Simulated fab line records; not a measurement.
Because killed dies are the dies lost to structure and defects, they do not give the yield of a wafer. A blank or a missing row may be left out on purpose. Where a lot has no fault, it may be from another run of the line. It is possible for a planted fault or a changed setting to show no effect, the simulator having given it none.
The tool behind it: which one? | flow n5Finfet | 36 wafers from 12 lots sampled at 4 of the route's 1938 steps

WHAT THE GAUGES SHOWED, per wafer
N5_MOL_CONTACT_COAG_INSPECT_57: inspects for defects (brightfield). Usual: rawDefectCount 211, standard deviation 58.
lot  | measured     | on               | rawDefectCount | flag
L437 | day 6 04:48  | defectInspect-01 | 225 216 271    | 
L438 | day 6 06:23  | defectInspect-01 | 237 195 187    | 
L441 | day 7 06:43  | defectInspect-02 | 166 157 132    | 
L448 | day 9 00:04  | defectInspect-02 | 330 259 205    | 
L449 | day 9 09:58  | defectInspect-01 | 238 390 178    | 
L450 | day 9 11:00  | defectInspect-02 | 142 147 263    | 
L451 | day 9 18:58  | defectInspect-01 | 287 229 251    | 
L452 | day 9 23:51  | defectInspect-01 | 241 124 248    | 
L453 | day 10 10:08 | defectInspect-02 | 237 131 138    | 
L455 | day 10 19:04 | defectInspect-02 | 290 189 167    | 
L457 | day 10 21:33 | defectInspect-02 | 270 264 224    | 
L456 | day 11 01:51 | defectInspect-02 | 168 169 223    | 

WHICH TOOL RAN EACH LOT (tool, then ch and the chambers of the sampled wafers, then the start)
lot  | N5_GATE_CUT_CMP_43           | N5_MOL_CONTACT_COAG_SPUTTER_143 | N5_MOL_CONTACT_COAG_ALD_27
L437 | cmp-02 ch 1,2,3, day 5 12:57 | pvdSputter-03, day 5 17:07      | aldSin-02 ch 0,3, day 5 23:34
L438 | cmp-01 ch 0,2,3, day 5 15:13 | pvdSputter-01, day 5 18:01      | aldSin-02 ch 0,1,2, day 6 01:07
L441 | cmp-01 ch 1,2,3, day 6 10:31 | pvdSputter-03, day 7 00:38      | aldSin-04 ch 0,1,3, day 7 03:22
L448 | cmp-04 ch 1,2, day 8 14:50   | pvdSputter-02, day 8 17:37      | aldSin-04 ch 0,2,3, day 8 21:06
L449 | cmp-01 ch 0,2,3, day 8 21:27 | pvdSputter-03, day 9 01:11      | aldSin-02 ch 1,2,3, day 9 05:57
L450 | cmp-04 ch 0,2, day 8 22:56   | pvdSputter-01, day 9 04:38      | aldSin-01 ch 2,3, day 9 08:04
L451 | cmp-04 ch 1,2,3, day 9 09:26 | pvdSputter-02, day 9 12:46      | aldSin-02 ch 0,2, day 9 15:58
L452 | cmp-04 ch 0,2,3, day 9 12:26 | pvdSputter-02, day 9 17:41      | aldSin-02 ch 0,3, day 9 20:54
L453 | cmp-04 ch 0,2,3, day 9 23:12 | pvdSputter-03, day 10 03:39     | aldSin-04 ch 2,3, day 10 06:46
L455 | cmp-01 ch 1,3, day 10 07:55  | pvdSputter-01, day 10 12:26     | aldSin-01 ch 2,3, day 10 15:51
L457 | cmp-02 ch 0,3, day 10 10:12  | pvdSputter-02, day 10 14:27     | aldSin-01 ch 0,1, day 10 18:36
L456 | cmp-04 ch 0,2, day 10 14:28  | pvdSputter-02, day 10 18:44     | aldSin-02 ch 1,2, day 10 22:45
- N5_GATE_CUT_CMP_43: polishes SiO2.
- N5_MOL_CONTACT_COAG_SPUTTER_143: material Co, target thk 2.5 nm.
- N5_MOL_CONTACT_COAG_ALD_27: deposits SiOC, target thk 17 nm, pulse time 1.5 s, time 2720 s.

WHAT THE TOOLS THEMSELVES READ (means of the sampled wafers that have a number; where no wafer has one, the mark that the record gives instead)
N5_GATE_CUT_CMP_43. Usual: motorCurrentA 12.2 A, standard deviation 1.2.
lot  | tool   | motorCurrentA (A) | flag
L437 | cmp-02 | 11.6              | 
L438 | cmp-01 | 11.9              | 
L441 | cmp-01 | 12.3              | 
L448 | cmp-04 | 12.3              | 
L449 | cmp-01 | 12.2              | 
L450 | cmp-04 | 12.5              | 
L451 | cmp-04 | 11.7              | 
L452 | cmp-04 | 11.8              | 
L453 | cmp-04 | 11.8              | 
L455 | cmp-01 | 11.7              | 
L457 | cmp-02 | 13.4              | 
L456 | cmp-04 | 12.0              | 

N5_MOL_CONTACT_COAG_SPUTTER_143. Usual: throttleValvePct 29.8 %, standard deviation 1.1.
lot  | tool          | throttleValvePct (%) | flag
L437 | pvdSputter-03 | 30.2                 | 
L438 | pvdSputter-01 | 30.0                 | 
L441 | pvdSputter-03 | 30.5                 | 
L448 | pvdSputter-02 | 29.5                 | 
L449 | pvdSputter-03 | 30.1                 | 
L450 | pvdSputter-01 | 29.7                 | 
L451 | pvdSputter-02 | 29.4                 | 
L452 | pvdSputter-02 | 29.3                 | 
L453 | pvdSputter-03 | 30.8                 | 
L455 | pvdSputter-01 | 29.7                 | 
L457 | pvdSputter-02 | 30.3                 | 
L456 | pvdSputter-02 | 28.2                 | 

N5_MOL_CONTACT_COAG_ALD_27. Usual: heaterPowerW 791 W, standard deviation 89; precursorPulseHeightRel 1.000, standard deviation 0.022; runLengthS 2769.9 s, standard deviation 0.59.
lot  | tool      | heaterPowerW (W) | precursorPulseHeightRel | runLengthS (s) | flag
L437 | aldSin-02 | 771              | 1.010                   | 2827.6         | OFF
L438 | aldSin-02 | 804              | 1.002                   | 2886.3         | OFF
L441 | aldSin-04 | 726              | 0.982                   | 2769.6         | 
L448 | aldSin-04 | 723              | 0.988                   | 2769.6         | 
L449 | aldSin-02 | 796              | 1.015                   | 2770.3         | 
L450 | aldSin-01 | 858              | 0.985                   | 2769.5         | 
L451 | aldSin-02 | 741              | 1.015                   | 2770.1         | 
L452 | aldSin-02 | 762              | 1.008                   | 2769.4         | 
L453 | aldSin-04 | 760              | 0.981                   | 2769.8         | 
L455 | aldSin-01 | 864              | 0.987                   | 2769.5         | 
L457 | aldSin-01 | 796              | 1.011                   | 2770.4         | 
L456 | aldSin-02 | 869              | 1.004                   | 2770.4         | 

THE ANSWER, worked out from the rows above alone
Rule: a lot is off if the mean of its wafers that have a number lies more than 3 standard deviations from the usual mean. Also off: a lot with no number at a reading for which 4 or more lots have one. All remaining lots with rows at the step are treated as sound. After the gauges, taken in route order, come the tools' own readings; for these a lot's mean is taken, as printed above. The first step at which some lot is off is used, and at that step the reading that is off furthest; a lot without a number counts as furthest.
Off: L437, L438, at N5_MOL_CONTACT_COAG_ALD_27 (runLengthS).
A tool fits if, at that step or a process step before it, it ran every lot that is off, and no sound lot after the first of them. None of those tried fits.

WHAT WAS PUT IN BY THE SIMULATOR
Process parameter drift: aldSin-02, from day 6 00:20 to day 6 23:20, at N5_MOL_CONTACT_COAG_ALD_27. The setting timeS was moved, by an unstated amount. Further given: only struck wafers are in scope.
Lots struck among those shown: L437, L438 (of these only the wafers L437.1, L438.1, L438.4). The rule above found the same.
